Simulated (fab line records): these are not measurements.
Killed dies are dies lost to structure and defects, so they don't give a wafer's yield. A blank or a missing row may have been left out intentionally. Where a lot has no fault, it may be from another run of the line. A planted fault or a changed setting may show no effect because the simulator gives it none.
fab line records ; flow n5-finfet
[record] lots = 6; wafers = 18; last-day = 18
route steps=1938 shown BEOL_M10@1487 PASSIVATION@1936
lots untouched by any fault: they come from a run of this same line in which no faults occurred
start-h: hours from the record's first day to the start of the lot's first wafer shown ; wait-h: how many hours have passed since the lot's step before this one ; " unchanged from the row above ; L1.1+2: a row that stands for several wafers ; - either no value or no given start ; * or withheld: withheld ; < > ~ a bound
route shown NAME@n: a module of which the file shows steps, and the number in the route of the first ; usual: mean/standard deviation taken from wafers without a fault ; same: alike in all rows ; chamber/n: place in a boat ; sites: the reading at each site ; _std_site: standard deviation across them ; _edge_site: mean of outer sites minus mean of inner sites ; radius-mm: how far each site lies from the wafer's centre ; mask NAME#n: copy n ; behind: tool/chamber where the wafer was last shaped ; hold: why the lot went on hold/how many hours it stayed there/how the hold came to an end ; device: whichever transistor did not switch (one of n, p or np) ; end of line: at the end of the route, the tests of the same wafers ; a step without rows: its recipe alone ; killed: the dies lost at the first sort to structure and to defects; this is not the yield of the wafer ; map: a wafer's dies, x killed, . not, _ none there
set.NAME: the setting the step ran with; set.NAME@STEP: the setting that earlier step ran with ; model.NAME: the simulator's own value behind a step, which no gauge read
lots at some steps of the route; a table a step, a row a wafer
services: from which hour (start-h, from the record's first day; less than 0 if before it) a tool's chamber was out of use, for how many hours, and why
[[steps]]
[step N5_BEOL_M10_ETCH_61]
[recipe] chemistry = CF4; target = SiARC; target-depth-a = 390; mask-material = CAR-ArF; time-s = 65; ion-energy-ev = 80; pressure-mtorr = 40; source-w = 545; bias-w = 36; Ar_flow_sccm = 100; cf4-flow-sccm = 100; ends = cleared
[usual] drypump-motor-current-A = 5.5/0.45; etch-rf-on-time-s = 65.1/2.7; oes-product-au = 0.66/0.059; rf-vpp-V = 184.4/1.2; showerhead-plenum-p-Torr = 2.16/0.071; throttle-valve-pct = 15.60/0.16
lot.wafer;tool;chamber;start-h;wait-h;drypump-motor-current-A;etch-rf-on-time-s;oes-product-au;rf-hours-counter-h;rf-vpp-V;showerhead-plenum-p-Torr;throttle-valve-pct
L785.3;rie-diel-02;0;237.60;0.0;6.2;64.0;0.66;144;184.6;2.05;15.67
L785.4;rie-diel-02;2;237.60;0.0;5.8;70.3;0.63;120;185.7;2.26;15.59
L785.5;rie-diel-02;3;237.60;0.0;4.9;63.3;0.72;-;185.1;2.16;15.57
L787.3;rie-diel-01;1;247.58;0.0;5.8;66.1;0.65;119;182.4;2.08;15.50
L787.5;rie-diel-01;3;247.58;0.0;5.4;64.8;0.63;-;182.8;2.07;15.89
L787.6;rie-diel-01;2;247.58;0.0;5.6;63.5;0.67;-;183.8;2.13;15.43
L792.1;rie-diel-02;0;282.10;0.0;6.1;63.4;0.65;157;182.9;2.04;15.70
L792.5;rie-diel-02;3;282.10;0.0;4.8;63.2;0.71;-;184.4;2.15;15.61
L792.6;rie-diel-02;0;282.10;0.0;6.1;63.1;0.66;-;183.6;2.04;15.69
L791.1;rie-diel-02;3;285.35;0.0;4.8;64.1;0.69;85;183.2;2.15;15.60
L791.3;rie-diel-02;1;285.35;0.0;5.2;65.1;0.61;162;184.7;2.13;15.54
L791.6;rie-diel-02;1;285.35;0.0;5.2;64.5;0.62;-;184.9;2.13;15.56
L794.1;rie-diel-02;3;298.51;0.0;4.9;63.6;0.69;90;183.6;2.15;15.60
L794.2;rie-diel-02;1;298.51;0.0;5.2;65.3;0.61;168;184.7;2.13;15.57
L794.6;rie-diel-02;0;298.51;0.0;6.1;63.6;0.65;-;182.9;2.04;15.69
L806.1;rie-diel-04;1;377.04;0.0;5.8;68.1;0.61;183;184.7;2.15;15.68
L806.4;rie-diel-04;2;377.04;0.0;4.7;62.9;0.69;91;184.1;2.17;15.75
L806.6;rie-diel-04;3;377.04;0.0;5.7;64.0;0.78;-;185.0;2.20;15.41
[step N5_BEOL_M10_ETCH_62]
[recipe] chemistry = N2/H2; target = SOC; target-depth-a = 1100; overetch-a = 220; mask-material = SiARC; temp-c = 40; time-s = 165; ion-energy-ev = 200; pressure-mtorr = 30; source-w = 840; bias-w = 150; n2-flow-sccm = 200; h2-flow-sccm = 200
[usual] drypump-motor-current-A = 5.5/0.44; oes-product-au = 0.66/0.048; rf-vpp-V = 524.5/2.5; showerhead-plenum-p-Torr = 2.57/0.099; throttle-valve-pct = 17.92/0.16
lot.wafer;tool;chamber;start-h;wait-h;drypump-motor-current-A;oes-product-au;rf-hours-counter-h;rf-vpp-V;showerhead-plenum-p-Torr;throttle-valve-pct
L785.3;rie-diel-02;0;237.65;0.0;6.1;0.64;144;520.5;2.42;17.82
L785.4;rie-diel-02;2;237.65;0.0;5.8;0.65;120;527.5;2.69;18.01
L785.5;rie-diel-02;3;237.65;0.0;4.9;0.70;-;525.5;2.61;18.04
L787.3;rie-diel-01;1;247.63;0.0;5.8;0.66;119;522.4;2.43;17.46
L787.5;rie-diel-01;3;247.63;0.0;5.5;0.63;-;522.2;2.45;18.16
L787.6;rie-diel-01;2;247.63;0.0;5.6;0.66;-;522.3;2.56;17.70
L792.1;rie-diel-02;0;282.15;0.0;6.1;0.64;157;521.2;2.42;17.85
L792.5;rie-diel-02;3;282.15;0.0;4.9;0.68;-;525.6;2.61;18.06
L792.6;rie-diel-02;0;282.15;0.0;6.1;0.64;-;521.6;2.42;17.85
L791.1;rie-diel-02;3;285.40;0.0;4.9;0.68;85;525.0;2.60;18.05
L791.3;rie-diel-02;1;285.40;0.0;5.2;0.61;162;524.1;2.54;17.91
L791.6;rie-diel-02;1;285.40;0.0;5.2;0.62;-;524.3;2.54;17.92
L794.1;rie-diel-02;3;298.56;0.0;4.9;0.68;90;524.2;2.60;18.07
L794.2;rie-diel-02;1;298.56;0.0;5.2;0.61;168;523.0;2.53;17.92
L794.6;rie-diel-02;0;298.56;0.0;6.2;0.64;-;520.6;2.41;17.85
L806.1;rie-diel-04;1;377.09;0.0;5.8;0.63;183;523.5;2.53;17.79
L806.4;rie-diel-04;2;377.09;0.0;4.7;0.68;91;525.7;2.60;18.19
L806.6;rie-diel-04;3;377.09;0.0;5.7;0.77;-;525.2;2.60;17.67
[step N5_BEOL_M10_STRIP_68]
[recipe] chemistry = N2/H2; temp-c = 40; n2-flow-sccm = 200; h2-flow-sccm = 200; rf-frequency-hz = 6e+07
[step N5_BEOL_M10_STRIP_67]
[recipe] chemistry = CF4; resist = SiARC; power-w = 300; bias-power-w = 75; pressure-mtorr = 50; cf4-flow-sccm = 150; rf-frequency-hz = 6e+07
[usual] drypump-motor-current-A = 5.5/0.44; oes-product-au = 0.77/0.056; rf-vpp-V = 271.5/1.5; showerhead-plenum-p-Torr = 1.80/0.058; throttle-valve-pct = 13.56/0.17
lot.wafer;tool;chamber;start-h;wait-h;drypump-motor-current-A;oes-product-au;rf-hours-counter-h;rf-vpp-V;showerhead-plenum-p-Torr;throttle-valve-pct
L785.3;rie-diel-02;0;237.79;0.0;6.1;0.77;144;269.0;1.72;13.70
L785.4;rie-diel-02;2;237.79;0.0;5.8;0.76;121;273.4;1.89;13.54
L785.5;rie-diel-02;3;237.79;0.0;4.9;0.82;-;271.9;1.81;13.55
L787.3;rie-diel-01;1;247.78;0.0;5.7;0.78;119;270.2;1.74;13.44
L787.5;rie-diel-01;3;247.78;0.0;5.4;0.74;-;270.5;1.74;13.83
L787.6;rie-diel-01;2;247.78;0.0;5.6;0.77;-;271.8;1.80;13.46
L792.1;rie-diel-02;0;282.29;0.0;6.1;0.75;157;271.3;1.72;13.73
L792.5;rie-diel-02;3;282.29;0.0;4.9;0.80;-;270.9;1.81;13.57
L792.6;rie-diel-02;0;282.29;0.0;6.1;0.76;-;269.9;1.72;13.71
L791.1;rie-diel-02;3;285.55;0.0;4.9;0.81;85;271.3;1.81;13.58
L791.3;rie-diel-02;1;285.55;0.0;5.2;0.73;162;271.8;1.77;13.49
L791.6;rie-diel-02;1;285.55;0.0;5.2;0.73;-;271.4;1.77;13.46
L794.1;rie-diel-02;3;298.71;0.0;4.9;0.80;90;271.5;1.80;13.58
L794.2;rie-diel-02;1;298.71;0.0;5.2;0.73;168;270.7;1.76;13.48
L794.6;rie-diel-02;0;298.71;0.0;6.1;0.75;-;269.0;1.72;13.73
L806.1;rie-diel-04;1;377.23;0.0;5.8;0.74;183;271.5;1.78;13.62
L806.4;rie-diel-04;2;377.23;0.0;4.7;0.80;91;272.9;1.81;13.68
L806.6;rie-diel-04;3;377.23;0.0;5.7;0.91;-;273.2;1.85;13.35
[step N5_BEOL_M10_HM_OPEN_17]
[recipe] chemistry = Cl2/BCl3; target-depth-a = 200; overetch-a = 60; target = TiN; mask-material = SOC; ion-energy-ev = 150; pressure-mtorr = 10; icp-w = 1000; bias-w = 126; Cl2_flow_sccm = 53.25; bcl3-flow-sccm = 21.75; Ar_flow_sccm = 25
[usual] drypump-motor-current-A = 5.2/0.49; oes-product-au = 0.66/0.056; throttle-valve-pct = 22.18/0.13
lot.wafer;tool;chamber;start-h;wait-h;drypump-motor-current-A;oes-product-au;rf-hours-counter-h;throttle-valve-pct
L785.3;rie-metal-01;0;237.86;0.1;6.3;0.60;-;22.32
L785.4;rie-metal-01;1;237.86;0.1;4.8;0.68;-;22.20
L785.5;rie-metal-01;0;237.86;0.1;6.3;0.61;-;22.33
L787.3;rie-metal-03;0;247.85;0.1;5.5;0.69;-;22.05
L787.5;rie-metal-03;0;247.85;0.1;5.5;0.68;-;22.05
L787.6;rie-metal-03;1;247.85;0.1;4.9;0.66;-;22.34
L792.1;rie-metal-02;1;282.33;0.0;4.7;0.63;53;22.18
L792.5;rie-metal-02;0;282.33;0.0;5.9;0.80;-;21.99
L792.6;rie-metal-02;1;282.33;0.0;4.7;0.63;-;22.19
L791.1;rie-metal-02;1;285.60;0.0;4.7;0.63;53;22.17
L791.3;rie-metal-02;0;285.60;0.0;5.8;0.79;-;22.01
L791.6;rie-metal-02;0;285.60;0.0;5.8;0.79;-;22.00
L794.1;rie-metal-02;1;298.75;0.0;4.7;0.61;55;22.21
L794.2;rie-metal-02;0;298.75;0.0;5.8;0.79;5;21.98
L794.6;rie-metal-02;1;298.75;0.0;4.7;0.62;-;22.19
L806.1;rie-metal-03;1;377.27;0.0;4.9;0.63;62;22.37
L806.4;rie-metal-03;0;377.27;0.0;5.5;0.66;-;22.08
L806.6;rie-metal-03;1;377.27;0.0;4.9;0.63;-;22.38
[step N5_BEOL_M10_STRIP_19]
[recipe] chemistry = O2; power-w = 400; temp-c = 40; pressure-mtorr = 30; rf-frequency-hz = 6e+07; bias-power-w = 0; overash-fraction = 0.2; o2-flow-sccm = 225
[usual] drypump-motor-current-A = 5.6/0.43; oes-product-au = 0.77/0.058; rf-vpp-V = 3.7/0.58; showerhead-plenum-p-Torr = 2.09/0.074; throttle-valve-pct = 16.69/0.18
lot.wafer;tool;chamber;start-h;wait-h;drypump-motor-current-A;oes-product-au;rf-hours-counter-h;rf-vpp-V;showerhead-plenum-p-Torr;throttle-valve-pct
L785.3;rie-diel-01;0;237.95;0.1;6.2;0.75;146;3.3;2.03;16.93
L785.4;rie-diel-01;1;237.95;0.1;5.8;0.78;117;3.1;2.03;16.50
L785.5;rie-diel-01;3;237.95;0.1;5.4;0.73;-;3.9;2.02;16.91
L787.3;rie-diel-01;1;247.93;0.1;5.7;0.77;119;2.4;2.03;16.50
L787.5;rie-diel-01;2;247.93;0.1;5.6;0.78;-;3.7;2.11;16.59
L787.6;rie-diel-01;3;247.93;0.1;5.4;0.73;-;4.2;2.02;16.90
L792.1;rie-diel-02;1;282.61;0.2;5.2;0.71;161;4.5;2.08;16.61
L792.5;rie-diel-02;3;282.61;0.2;4.9;0.81;-;3.5;2.15;16.90
L792.6;rie-diel-02;2;282.61;0.2;5.8;0.74;-;3.9;2.16;16.43
L791.1;rie-diel-04;3;285.71;0.1;5.8;0.68;238;3.8;2.16;16.77
L791.3;rie-diel-04;2;285.71;0.1;4.7;0.83;59;4.6;2.12;16.67
L791.6;rie-diel-04;1;285.71;0.1;5.8;0.77;-;5.1;2.13;16.78
L794.1;rie-diel-02;2;298.89;0.1;5.8;0.74;144;3.0;2.15;16.46
L794.2;rie-diel-02;0;298.89;0.1;6.1;0.76;164;2.9;1.98;16.68
L794.6;rie-diel-02;1;298.89;0.1;5.2;0.72;-;4.0;2.08;16.63
L806.1;rie-diel-01;3;377.39;0.1;5.4;0.69;197;2.9;2.00;16.99
L806.4;rie-diel-01;2;377.39;0.1;5.6;0.73;156;3.8;2.10;16.69
L806.6;rie-diel-01;3;377.39;0.1;5.4;0.69;-;3.3;2.00;16.99
[step N5_BEOL_M10_CD_MEAS_18]
[recipe] pitch-nm = 140; target-cd-nm = 70
[usual] cd-nm = 70.1/0.96
lot.wafer;tool;chamber;start-h;wait-h;cd-nm
L785.3;cd-sem-01;-;238.02;0.1;70.2
L785.4;cd-sem-01;-;238.02;0.1;70.8
L785.5;cd-sem-01;-;238.02;0.1;70.1
L787.3;cd-sem-03;-;248.01;0.1;69.9
L787.5;cd-sem-03;-;248.01;0.1;70.1
L787.6;cd-sem-03;-;248.01;0.1;69.1
L792.1;cd-sem-01;-;282.68;0.0;70.1
L792.5;cd-sem-01;-;282.68;0.0;70.5
L792.6;cd-sem-01;-;282.68;0.0;71.1
L791.1;cd-sem-01;-;285.79;0.1;70.8
L791.3;cd-sem-01;-;285.79;0.1;68.6
L791.6;cd-sem-01;-;285.79;0.1;69.7
L794.1;cd-sem-03;-;298.96;0.0;71.1
L794.2;cd-sem-03;-;298.96;0.0;69.9
L794.6;cd-sem-03;-;298.96;0.0;70.5
L806.1;cd-sem-03;-;377.46;0.0;69.9
L806.4;cd-sem-03;-;377.46;0.0;69.8
L806.6;cd-sem-03;-;377.46;0.0;69.1
[step N5_BEOL_M10_COAT_63]
[recipe] resist = SOC; temp-c = 250; time-s = 60; spin-rpm = 1500; resist-thk-nm = 100
[step N5_BEOL_M10_COAT_64]
[recipe] resist = SiARC; temp-c = 220; time-s = 60; spin-rpm = 1500; resist-thk-nm = 30
[step N5_BEOL_M10_COAT_22]
[recipe] resist = CAR-ArF; spin-rpm = 1500; resist-thk-nm = 90
[step N5_BEOL_M10_EBR_24]
[recipe] solvent = PGMEA; ebr-width-mm = 1.5
[step N5_BEOL_M10_SOFTBAKE_23]
[recipe] temp-c = 110; time-s = 60; resist = CAR-ArF
[step N5_BEOL_M10_EXPOSE_25]
[recipe] mask-id = V9; na = 1.35; source-shape = annular; sigma-inner = 0.5; sigma-outer = 0.8; polarization = unpolarized; dose-mj = 85.5
lot.wafer;tool;chamber;start-h;wait-h;mask;model.BEOL_M10.overlay-x-nm
L785.3+4+5;arfi-scanner-03;0;240.83;-;V9#0;0
L787.3+5+6;arfi-scanner-02;0;249.55;-;V9#0;-0.2
L792.1+5+6;arfi-scanner-03;0;283.54;-;V9#0;8
L791.1+3+6;arfi-scanner-03;0;288.14;-;V9#0;8.8
L794.1+2+6;arfi-scanner-01;0;302.78;-;V9#0;0
L806.1+4+6;arfi-scanner-01;0;378.08;-;V9#0;0
[step N5_BEOL_M10_PEB_26]
[recipe] peb-temp-c = withheld; peb-time-s = 60; resist = CAR-ArF
[step N5_BEOL_M10_DEVELOP_27]
[recipe] develop-time-s = 30; developer = TMAH; resist = CAR-ArF; rinse-liquid = diw; dry = air-spin; dev-temp-c = 23
[step N5_BEOL_M10_CD_MEAS_28]
[recipe] target-cd-nm = 70; landing-energy-ev = 500; detector = se-inlens; polarity = opening
[usual] cd-nm = 69.4/1.2
lot.wafer;tool;chamber;start-h;wait-h;cd-nm
L785.3;cd-sem-01;0;240.95;-;69.7
L785.4;cd-sem-01;0;240.95;-;68.2
L785.5;cd-sem-01;0;240.95;-;68.1
L787.3;cd-sem-02;0;249.67;-;69.4
L787.5;cd-sem-02;0;249.67;-;70.8
L787.6;cd-sem-02;0;249.67;-;68.3
L792.1;cd-sem-01;0;283.67;-;69.0
L792.5;cd-sem-01;0;283.67;-;69.2
L792.6;cd-sem-01;0;283.67;-;70.1
L791.1;cd-sem-01;0;288.27;-;69.5
L791.3;cd-sem-01;0;288.27;-;70.4
L791.6;cd-sem-01;0;288.27;-;69.9
L794.1;cd-sem-03;0;302.91;-;69.7
L794.2;cd-sem-03;0;302.91;-;69.0
L794.6;cd-sem-03;0;302.91;-;69.0
L806.1;cd-sem-02;0;378.22;-;67.9
L806.4;cd-sem-02;0;378.22;-;68.0
L806.6;cd-sem-02;0;378.22;-;67.9
[step N5_BEOL_M10_OVL_MEAS_29]
[recipe] points-per-wafer = 44
[usual] V9_OVL = -0.1/0.75
lot.wafer;tool;chamber;start-h;wait-h;V9_OVL[nm]
L785.3;overlay-01;0;240.98;0.0;0.0
L785.4;overlay-01;0;240.98;0.0;-0.2
L785.5;overlay-01;0;240.98;0.0;-0.4
L787.3;overlay-01;0;249.70;0.0;-1.1
L787.5;overlay-01;0;249.70;0.0;-0.9
L787.6;overlay-01;0;249.70;0.0;-0.1
L792.1;overlay-01;0;283.70;0.0;8.0
L792.5;overlay-01;0;283.70;0.0;7.3
L792.6;overlay-01;0;283.70;0.0;8.2
L791.1;overlay-02;0;288.30;0.0;9.0
L791.3;overlay-02;0;288.30;0.0;7.6
L791.6;overlay-02;0;288.30;0.0;8.7
L794.1;overlay-02;0;302.94;0.0;0.6
L794.2;overlay-02;0;302.94;0.0;1.0
L794.6;overlay-02;0;302.94;0.0;1.0
L806.1;overlay-01;0;378.25;0.0;1.3
L806.4;overlay-01;0;378.25;0.0;-0.5
L806.6;overlay-01;0;378.25;0.0;0.8
[step N5_BEOL_M10_INSPECT_30]
[recipe] mode = adi; inspect-instrument = brightfield
[usual] raw-defect-count = 423/93
lot.wafer;tool;chamber;start-h;wait-h;raw-defect-count
L785.3;defect-inspect-01;-;241.00;0.0;547
L785.4;defect-inspect-01;-;241.00;0.0;343
L785.5;defect-inspect-01;-;241.00;0.0;420
L787.3;defect-inspect-01;-;249.72;0.0;764
L787.5;defect-inspect-01;-;249.72;0.0;467
L787.6;defect-inspect-01;-;249.72;0.0;510
L792.1;defect-inspect-01;-;283.72;0.0;432
L792.5;defect-inspect-01;-;283.72;0.0;440
L792.6;defect-inspect-01;-;283.72;0.0;697
L791.1;defect-inspect-02;-;288.33;0.0;342
L791.3;defect-inspect-02;-;288.33;0.0;400
L791.6;defect-inspect-02;-;288.33;0.0;426
L794.1;defect-inspect-01;-;302.96;0.0;287
L794.2;defect-inspect-01;-;302.96;0.0;332
L794.6;defect-inspect-01;-;302.96;0.0;333
L806.1;defect-inspect-02;-;378.27;0.0;471
L806.4;defect-inspect-02;-;378.27;0.0;375
L806.6;defect-inspect-02;-;378.27;0.0;519
[step N5_PASSIVATION_PROBE_49]
[usual] defect-limited-yield = 91.1/1.4; killed_at_M0_to_M3 = 34/11; killed_at_M4_up = 14/5.6; killed-at-contacts = 13/5.9; killed-at-front-end = 40/11; killed-at-other = 4/3.1; killed-dies = 105/16; killed-open = 68/11; killed-short = 34/8.4; sort_bin_5_function = 5.2/0.86; sort_bin_6_memory = 3.2/0.7; sort_bin_8_speed = 0.1/1.1; sort-n-pass = 1074/21; sort-yield-pct = 91.0/1.8
[same] gross-dies = 1180; killed-at-back-side = 0; sort_bin_4_leakage[%] = 0
lot.wafer;tool;chamber;start-h;wait-h;defect-limited-yield[%];killed_at_M0_to_M3;killed_at_M4_up;killed-at-contacts;killed-at-front-end;killed-at-other;killed-dies;killed-open;killed-short;sort_bin_5_function[%];sort_bin_6_memory[%];sort_bin_8_speed[%];sort-n-pass;sort-yield-pct[%]
L787.3;prober-02;-;299.62;0.1;93.8;25;3;12;30;3;73;49;24;3.2;2.6;0;1107;93.8
L787.5;prober-02;-;299.72;0.2;92.9;28;17;13;24;2;84;51;26;4.6;1.9;0.1;1095;92.8
L787.6;prober-02;-;299.77;0.3;93.3;30;11;10;26;2;79;51;19;3.5;2.5;0;1101;93.3
L792.1;prober-01;-;346.00;0.0;91.6;42;13;16;27;1;99;57;40;5.1;3.1;0;1081;91.6
L792.5;prober-01;-;346.20;0.2;91.1;38;18;7;40;2;105;60;45;4.6;3.6;0;1075;91.1
L792.6;prober-01;-;346.25;0.3;88.2;47;13;10;66;3;139;85;46;6.2;4.0;0;1041;88.2
// killed by level:class
L787.3 FIN_SAQP:geometric-particle:open=10 MOL_CONTACT_COAG:geometric-particle:open=8 BEOL_M3:geometric-particle:open=7 BEOL_M1:geometric-particle:open=5 FIN_SAQP:geometric-particle:short=4 MOL_CONTACT_COAG:geometric-particle:short=4 BEOL_M0:geometric-particle:short=3 BEOL_M0:geometric-particle:open=3
L787.5 MOL_CONTACT_COAG:geometric-particle:open=11 BEOL_M3:geometric-particle:open=9 GATE_CUT:geometric-particle:short=7 BEOL_M0_SAQP:geometric-particle:open=4 BEOL_M0:geometric-particle:open=4 BEOL_M2:geometric-particle:open=4 STI_FIN_REVEAL:geometric-particle:open=3 BEOL_M4:geometric-particle:short=3
L787.6 MOL_CONTACT_COAG:geometric-particle:open=9 BEOL_M2:geometric-particle:open=8 HKMG_FIN:area-etch=8 STARTING-WAFER:geometric-particle:open=5 BEOL_M3:geometric-particle:open=4 FIN_SAQP:geometric-particle:open=3 BEOL_M0_SAQP:geometric-particle:short=3 BEOL_M0:geometric-particle:open=3
L792.1 BEOL_M2:geometric-particle:open=10 MOL_CONTACT_COAG:geometric-particle:open=9 BEOL_M0_SAQP:geometric-particle:open=9 BEOL_M0_SAQP:geometric-particle:short=8 BEOL_M1:geometric-particle:short=8 FIN_SAQP:geometric-particle:short=5 FIN_SAQP:geometric-particle:open=5 MOL_CONTACT_COAG:geometric-particle:short=5
L792.5 BEOL_M4:geometric-particle:open=14 BEOL_M0_SAQP:geometric-particle:short=12 FIN_SAQP:geometric-particle:short=10 GATE_CUT:geometric-particle:short=8 BEOL_M0_SAQP:geometric-particle:open=7 MOL_CONTACT_COAG:geometric-particle:open=7 GATE_CUT:geometric-particle:open=6 FIN_SAQP:geometric-particle:open=4
L792.6 FIN_SAQP:geometric-particle:open=22 BEOL_M0_SAQP:geometric-particle:short=15 BEOL_M0_SAQP:geometric-particle:open=14 STI_FIN_REVEAL:geometric-particle:open=8 GATE_CUT:geometric-particle:open=8 HKMG_FIN:area-etch=7 GATE_CUT:geometric-particle:short=6 MOL_CONTACT_COAG:geometric-particle:open=6
[[services]]
tool;chamber;start-h;hours;kind
rie-diel-04;1;218.53;47.5;repair
arfi-scanner-03;-;234.92;0.9;repair
arfi-scanner-01;-;243.55;1.3;pm
rie-metal-03;-;246.78;0.1;repair
rie-diel-02;2;251.79;2.0;repair
rie-diel-02;0;254.07;3.1;repair
arfi-scanner-03;-;254.97;1.6;repair
arfi-scanner-03;-;268.57;1.0;pm
arfi-scanner-01;-;280.49;3.9;pm
arfi-scanner-01;-;285.85;1.1;repair
arfi-scanner-03;-;285.97;1.1;repair
arfi-scanner-03;-;294.17;0.5;repair
arfi-scanner-01;-;303.50;16.0;pm
rie-diel-04;1;304.65;10.7;repair
arfi-scanner-03;-;309.40;4.9;pm
arfi-scanner-01;-;319.50;0.8;pm
rie-diel-02;-;322.87;0.1;repair
arfi-scanner-01;-;335.62;1.0;pm
arfi-scanner-03;-;337.37;1.3;pm
rie-diel-04;-;344.56;3.4;repair
rie-diel-02;3;357.61;11.6;repair
rie-diel-04;0;361.76;5.4;repair
arfi-scanner-03;-;370.31;1.0;pm
rie-diel-04;2;370.83;6.1;repair
[[key]]
[first-sign] step = N5_BEOL_M10_OVL_MEAS_29; reading = V9_OVL; direction = up; sigmas = 11; usual = -0.1; struck = 8.1
effect none on later readings
[model-effect] step = N5_BEOL_M10_EXPOSE_25; value = BEOL_M10.overlay-x-nm; without = -0.2; struck = 8.4
met-at N5_BEOL_M10_EXPOSE_25
struck-wafers L791.1,L791.3,L791.6,L792.1,L792.5,L792.6
onset-between 240.83 283.54
[fault] kind = scanner-matching-overlay; tool = arfi-scanner-03; chamber = -; onset-h = 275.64; steps = N5_BEOL_M10_EXPOSE_25; offset = 8.6459
